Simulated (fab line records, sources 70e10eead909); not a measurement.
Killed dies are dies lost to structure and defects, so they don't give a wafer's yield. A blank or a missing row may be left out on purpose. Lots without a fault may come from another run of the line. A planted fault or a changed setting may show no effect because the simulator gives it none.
fab line records | flow nand_harc
record lots=12 wafers=35 last_day=33
route steps=1302 shown A_STAIRCASE@884 A_SGD_CUT@913
lots that met no fault: from a run of the same line without faults
start_h: hours from the record's first day to the start of the lot's first wafer shown | wait_h: hours since the lot's step before | " the same as in the row above | L1.1+2: a row that stands for several wafers | - no value, or no start given | * or withheld: withheld | < > ~ a bound
route shown NAME@n: a module of which the file shows steps, and the number in the route of the first | usual: mean/standard deviation of fault-free wafers | same: alike in all rows | chamber/n: place in a boat | sites: the reading at each site | _std_site: their standard deviation | _edge_site: outer sites' mean less inner sites' | radius_mm: how far each site lies from the wafer's centre | mask NAME#n: copy n | behind: the tool/chamber that last shaped the wafer | hold: why the lot was held/for how many hours/how that ended | device: the transistor (n, p or np) that didn't switch | end of line: the same wafers' tests at the end of the route | a step without rows: its recipe alone | killed: dies lost to structure and defects at the first sort, not the wafer's yield | map: a wafer's dies, x killed, . not, _ none there
set.NAME: the setting as run; set.NAME@STEP: as run at that earlier step | model.NAME: the simulator's own value behind a step, which no gauge read
steps of the route over a sample of lots; a table a step, a row a wafer
services: from which hour (start_h, from the record's first day; less than 0 if before it) a tool's chamber was out of use, for how many hours, and why
## steps
# step NHARC_A_STAIRCASE_STRIP_475
# recipe time_s=20 o2_flow_sccm=500 ar_flow_sccm=0 bias_w=0 chemistry=O2
# usual chamber_pressure_mTorr=59.99/0.054 drypump_motor_current_A=5.7/0.39 o2_flow_sccm=500.2/1.5 oes_product_au=1.001/0.0097 rf_vpp_V=57.7/0.97 showerhead_plenum_p_Torr=3.48/0.18 throttle_valve_pct=17.037/0.008
# columns lot.wafer tool chamber start_h wait_h chamber_pressure_mTorr drypump_motor_current_A o2_flow_sccm oes_product_au rf_hours_counter_h rf_vpp_V showerhead_plenum_p_Torr throttle_valve_pct
L690.1 rie_diel-12 0 - - 60.08 5.6 498.9 1.006 54 57.8 3.33 17.054
L690.3 " 2 " " 59.96 6.0 498.9 0.998 38 59.0 3.64 17.032
L690.6 " 3 " " 60.03 5.9 502.1 1.004 - 58.0 3.53 17.052
L695.3 rie_diel-12 0 - - 60.06 5.6 500.7 1.014 13 56.7 3.32 17.037
L695.5 " 3 " " 60.00 5.9 496.2 0.999 - 57.2 3.52 17.035
L695.6 " 0 " " 59.96 5.6 498.7 0.998 - 56.4 3.32 17.044
L694.4 rie_diel-13 3 - - 60.04 5.6 500.7 1.015 67 59.0 3.33 17.045
L694.1 " 1 " " 60.00 5.4 498.8 1.001 54 56.7 3.33 17.037
L694.2 " 2 " " 59.97 6.6 498.3 1.016 60 57.3 3.42 17.049
L696.3 rie_diel-12 0 - - 59.95 5.6 498.9 1.009 23 57.7 3.32 17.034
L696.6 " 1 " " 59.97 5.4 499.9 0.999 - 56.3 3.29 17.051
L705.1 rie_diel-03 3 - - 59.95 5.3 501.6 0.995 36 57.4 3.75 17.047
L705.3 " 1 " " 59.97 5.3 500.2 0.980 40 58.0 3.59 17.036
L705.5 " 2 " " 59.89 6.1 499.6 1.004 - 57.7 3.30 17.032
L704.4 rie_diel-12 2 - - 59.98 6.0 499.6 0.990 47 57.3 3.61 17.047
L704.3 " 0 " " 59.95 5.6 500.4 1.005 38 57.6 3.31 17.033
L704.6 " 2 " " 59.97 6.0 500.8 0.978 - 57.3 3.61 17.028
L706.4 rie_diel-13 0 - - 60.05 5.5 501.9 0.987 19 56.2 3.76 17.019
L706.3 " 1 " " 59.94 5.4 500.5 1.002 28 56.9 3.32 17.036
L706.6 " 0 " " 60.03 5.5 499.1 1.001 - 58.2 3.76 17.027
L707.3 rie_diel-03 0 628.86 0.2 60.04 5.5 500.8 1.004 49 57.2 3.37 17.032
L707.5 " 3 " " 59.93 5.3 498.5 0.999 - 58.7 3.74 17.033
L707.4 " 0 " " 60.03 5.5 501.3 0.995 - 57.1 3.37 17.038
L708.2 rie_diel-12 1 - - 60.10 5.4 497.2 1.002 4 58.1 3.81 17.031
L708.1 " 3 " " 59.94 5.9 502.2 0.999 4 58.5 3.50 17.036
L708.5 " 1 " " 60.00 5.5 499.3 1.010 - 57.8 3.81 17.030
L711.3 rie_diel-12 1 - - 59.96 5.4 503.0 0.996 7 58.3 3.80 17.038
L711.4 " 2 " " 59.97 6.0 499.8 0.990 9 57.2 3.60 17.036
L711.5 " 0 " " 60.08 5.6 501.0 1.009 - 58.0 3.30 17.050
L710.2 rie_diel-03 1 - - 59.98 5.3 499.5 0.986 4 57.7 3.58 17.031
L710.3 " 3 " " 59.97 5.3 501.8 1.008 7 59.0 3.74 17.032
L710.5 " 0 " " 60.02 5.5 499.8 1.004 - 56.9 3.37 17.042
L709.4 rie_diel-13 3 - - 59.93 5.6 499.4 0.983 36 56.5 3.31 17.046
L709.5 " 3 " " 60.10 5.5 500.3 0.985 - 56.8 3.31 17.039
L709.6 " 0 " " 60.07 5.5 500.0 0.989 - 58.0 3.75 17.018
# step NHARC_A_STAIRCASE_DEP_471
# recipe target_thk_a=1000 temp_c=400 pressure_torr=6.5 rf_w=900 teos_flow_sccm=161.4 flow_sccm=2650 target_thk_nm=100 gas=O2 material=SiO2
# usual heater_power_outer_w=282/74 heater_power_w=521/93 showerhead_vpp_V=1823/94 throttle_valve_pct=16.0/0.77
# columns lot.wafer tool chamber start_h wait_h heater_power_outer_w heater_power_w showerhead_vpp_V since_wet_clean_h throttle_valve_pct
L690.1 pecvd-03 2 438.78 - 340 535 1860 52 14.7
L690.3 " 1 " " 164 409 1687 52 16.2
L690.6 " 2 " " 345 560 1858 - 15.0
L695.3 pecvd-02 0 507.10 - 275 542 1988 86 15.9
L695.6 " 2 " " 271 490 1575 - 15.0
L695.5 " 0 " " 286 564 1994 - 16.0
L694.2 pecvd-02 2 514.33 - 264 467 1597 93 15.0
L694.1 " 1 " " 288 475 1823 93 16.9
L694.4 " 2 " " 266 483 1606 - 14.9
L696.3 pecvd-03 0 525.72 - 202 429 1857 138 17.2
L696.6 " 2 " " 366 593 1852 - 15.1
L705.3 pecvd-04 1 592.62 - 323 600 1823 130 15.8
L705.1 " 0 " " 321 549 1881 130 15.5
L705.5 " 1 " " 327 621 1843 - 15.6
L704.3 pecvd-03 0 600.16 - 184 402 1817 32 16.7
L704.6 " 1 " " 136 384 1734 - 16.3
L704.4 " 0 " " 189 402 1832 - 17.1
L706.3 pecvd-03 1 608.77 - 229 515 1717 40 16.2
L706.6 " 1 " " 221 507 1696 - 15.9
L706.4 " 2 " " 360 578 1881 - 15.1
L707.3 pecvd-04 1 629.02 - 356 648 1831 166 15.8
L707.4 " 2 " " 286 510 1879 - 16.1
L707.5 " 0 " " 318 565 1851 - 15.6
L708.2 pecvd-04 1 650.16 - 347 628 1807 6 15.8
L708.1 " 2 " " 243 434 1925 6 15.8
L708.5 " 0 " " 338 592 1863 - 15.3
L711.3 pecvd-02 2 657.53 - 256 479 1575 55 15.0
L711.5 " 1 " " 250 457 1827 - 16.7
L711.4 " 0 " " 412 710 2009 - 15.7
L710.2 pecvd-03 1 657.72 - 158 423 1718 89 16.2
L710.3 " 0 " " 217 442 1807 89 17.4
L710.5 " 0 " " 215 442 1859 - 17.1
L709.5 pecvd-03 0 658.79 - 166 381 1833 - 17.0
L709.4 " 1 " " 192 463 1731 - 16.3
L709.6 " 2 " " 338 551 1851 - 15.2
# step NHARC_A_STAIRCASE_CMP_472
# recipe material=SiO2
# usual motor_current_A=11.8/0.96 pad_life_wafers=233/120
# columns lot.wafer tool chamber start_h wait_h motor_current_A pad_life_wafers
L690.1 cmp-01 0 439.11 0.3 10.8 194
L690.3 " 1 " " 11.2 195
L690.6 " 3 " " 13.6 -
L695.3 cmp-01 1 507.39 0.3 10.8 110
L695.6 " 3 " " 12.6 -
L695.5 " 0 " " 11.3 -
L694.4 cmp-02 1 514.60 0.2 10.1 288
L694.1 " 2 " " 12.3 289
L694.2 " 3 " " 12.2 290
L696.3 cmp-02 1 526.02 0.3 9.4 349
L696.6 " 0 " " 12.3 -
L705.3 cmp-04 0 592.92 0.3 12.1 409
L705.1 " 1 " " 10.6 410
L705.5 " 0 " " 11.1 -
L704.4 cmp-04 0 600.37 0.1 11.1 426
L704.3 " 3 " " 12.8 429
L704.6 " 0 " " 11.4 -
L706.3 cmp-02 0 609.03 0.2 12.1 355
L706.4 " 1 " " 10.2 356
L706.6 " 3 " " 11.8 -
L707.4 cmp-02 2 629.26 0.2 12.6 1
L707.3 " 3 " " 11.4 2
L707.5 " 2 " " 12.3 -
L708.2 cmp-02 1 650.43 0.2 10.2 73
L708.1 " 2 " " 12.6 74
L708.5 " 1 " " 9.8 -
L711.3 cmp-02 3 657.80 0.2 11.8 115
L711.4 " 1 " " 10.1 117
L711.5 " 3 " " 11.7 -
L710.2 cmp-01 3 658.01 0.3 12.9 283
L710.3 " 1 " " 10.9 285
L710.5 " 3 " " 13.6 -
L709.4 cmp-02 0 659.02 0.2 13.3 128
L709.6 " 2 " " 13.0 -
L709.5 " 3 " " 11.9 -
# step NHARC_A_SGD_CUT_DEP_20
# recipe target_thk_a=1500 temp_c=65 material=SiO2
# columns lot.wafer tool chamber start_h wait_h
L690.1+3+6 fcvd-02 1 441.36 -
L695.3+5+6 fcvd-02 0,1,0 510.41 -
L694.1+2+4 fcvd-02 1,0,1 516.90 -
L696.3+6 fcvd-02 1,0 528.56 -
L705.1+3+5 fcvd-02 1 595.36 -
L704.3+4+6 fcvd-02 0,1,1 602.86 -
L706.3+4+6 fcvd-02 1,0,1 611.51 -
L707.3+4+5 fcvd-01 0,1,1 631.74 -
L708.1+2+5 fcvd-02 1,0,1 652.94 -
L710.2+3+5 fcvd-02 0 660.50 -
L711.4+3+5 fcvd-01 1,0,1 660.74 -
L709.4+6+5 fcvd-01 0,1,0 661.59 -
# step NHARC_A_SGD_CUT_THK_MEAS_22
# recipe thk_meas_gauge=ellipsometry
# usual thk_nm=147.9/1.4
# columns lot.wafer tool chamber start_h wait_h thk_nm
L690.1 film_metro-01 - 446.65 0.2 149.2
L690.3 " - " " 147.1
L690.6 " - " " 148.4
L695.3 film_metro-02 - 515.37 0.2 135.5
L695.5 " - " " 147.6
L695.6 " - " " 148.2
L694.1 film_metro-02 - 521.78 0.2 147.8
L694.2 " - " " 147.9
L694.4 " - " " 136.4
L696.3 film_metro-01 - 533.51 0.2 140.3
L696.6 " - " " 149.4
L705.1 film_metro-01 - 600.61 0.2 149.7
L705.3 " - " " 146.7
L705.5 " - " " 147.6
L704.3 film_metro-01 - 607.85 0.2 147.3
L704.4 " - " " 146.6
L704.6 " - " " 147.3
L706.3 film_metro-02 - 616.36 0.2 146.9
L706.4 " - " " 148.4
L706.6 " - " " 149.4
L707.3 film_metro-02 - 638.62 0.2 148.1
L707.4 " - " " 146.1
L707.5 " - " " 147.5
L708.1 film_metro-01 - 661.43 0.2 148.3
L708.2 " - " " 147.1
L708.5 " - " " 148.1
L711.3 film_metro-01 - 665.90 0.2 149.6
L711.4 " - " " 148.8
L711.5 " - " " 146.7
L710.2 film_metro-02 - 666.03 0.2 147.9
L710.3 " - " " 150.6
L710.5 " - " " 149.8
L709.4 film_metro-01 - 666.05 0.2 148.0
L709.5 " - " " 148.1
L709.6 " - " " 146.0
## services
# columns tool chamber start_h hours kind
rie_diel-03 2 421.02 1.3 repair
rie_diel-13 3 422.60 3.9 repair
pecvd-03 1 427.09 3.8 repair
cmp-02 - 428.50 4.0 pm
cmp-02 - 439.08 6.5 repair
pecvd-04 2 445.47 17.1 repair
rie_diel-12 - 445.56 9.0 pm
fcvd-02 - 450.00 13.0 pm
pecvd-04 - 450.00 13.0 pm
cmp-02 - 454.63 0.4 repair
pecvd-03 2 456.21 3.7 repair
cmp-02 - 479.13 0.9 repair
rie_diel-12 0 526.03 5.7 repair
cmp-02 - 526.50 4.0 pm
rie_diel-12 0 536.48 5.4 repair
pecvd-03 - 555.42 13.0 pm
fcvd-02 1 563.91 25.0 repair
rie_diel-12 - 590.55 0.9 repair
cmp-02 - 602.03 0.9 repair
cmp-02 - 624.50 4.0 pm
rie_diel-12 - 625.27 9.0 pm
fcvd-02 - 631.00 13.0 pm
cmp-02 - 645.21 0.5 repair
cmp-02 - 659.95 1.8 repair
## key
first_sign step=NHARC_A_SGD_CUT_THK_MEAS_22 reading=thk_nm direction=down sigmas=7.4 usual=147.9 struck=137.4
effect none on later readings
met_at NHARC_A_SGD_CUT_DEP_20
struck_lots L694,L695,L696
struck_wafers L694.4,L695.3,L696.3
tester_left_out L694,L695,L696
not_acting_at NHARC_A_STAIRCASE_STRIP_475,NHARC_A_STAIRCASE_DEP_471,NHARC_A_STAIRCASE_CMP_472
onset_between 441.36 510.41
fault kind=process_parameter_drift tool=fcvd-02 chamber=- onset_h=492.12 steps=NHARC_A_SGD_CUT_DEP_20 channel=target_thk_a offset=* shape=step end_h=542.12 scope=struck_wafers_only acts_in=* stated=*
# tester_left_out: of these lots the tester's yield and bins aren't shown, on N5 and GAA mostly nor the transistor test; their killed dies are dies lost to structure and defects alone, not to doping, threshold or leakage, so they don't give the yield
